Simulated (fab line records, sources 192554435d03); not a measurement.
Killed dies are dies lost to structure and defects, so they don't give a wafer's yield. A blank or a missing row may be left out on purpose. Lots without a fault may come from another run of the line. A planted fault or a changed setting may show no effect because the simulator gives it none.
Chamber matching | flow n5_finfet | N5_STI_FIN_REVEAL_CMP_04 on cmp-03: 4 sister chambers
The step polishes, stops on Si3N4, t overpolish 4 s, target thk 131.83 nm. 8 wafers are shown with their chamber, then 8 later ones without.

WAFERS WITH THEIR CHAMBER
wafer  | chamber | motor_current_A (A) | time_to_endpoint_s (s)
L081.2 | 3       | 10.0                | 109
L082.1 | 2       | 6.9                 | 109
L082.4 | 1       | 7.8                 | 109
L082.5 | 0       | 9.7                 | 113
L083.1 | 2       | 7.1                 | 104
L083.5 | 3       | 9.7                 | 109
L083.6 | 0       | 9.2                 | 107
L090.1 | 1       | 7.9                 | 105

WAFERS WITHOUT THEIR CHAMBER
wafer  | motor_current_A (A) | time_to_endpoint_s (s)
L090.4 | 8.9                 | 107
L090.5 | 7.1                 | 106
L093.3 | 10.2                | 109
L093.4 | 9.8                 | 108
L093.6 | 7.3                 | 104
L097.1 | 7.5                 | 106
L097.2 | 9.3                 | 99
L097.5 | 10.0                | 105

WHICH CHAMBER EACH WENT THROUGH
wafer  | from the rows above     | in truth
L090.4 | can't be placed: 0 or 3 | 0
L090.5 | 2                       | 2
L093.3 | can't be placed: 3 or 0 | 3
L093.4 | can't be placed: 3 or 0 | 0
L093.6 | can't be placed: 2 or 1 | 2
L097.1 | can't be placed: 1 or 2 | 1
L097.2 | can't be placed: 0 or 3 | 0
L097.5 | can't be placed: 3 or 0 | 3
Placed correctly: 1 of 8. Can't be placed from these rows: 7 (the true chamber is among the candidates in 7). Placed wrongly: 0.
How it was worked out, from the rows above alone: a wafer's distance from a chamber is the root of the sum, over the readings, of the square of ((its reading less the chamber's mean) divided by the reading's scatter). The wafer belongs to the nearest chamber; if the next one is less than 2 further off, it can't be placed. A chamber's mean is the mean of its shown wafers. The scatter: the root of (the sum of the squares of (reading less its chamber's mean) over the shown wafers, divided by (wafers less chambers)).
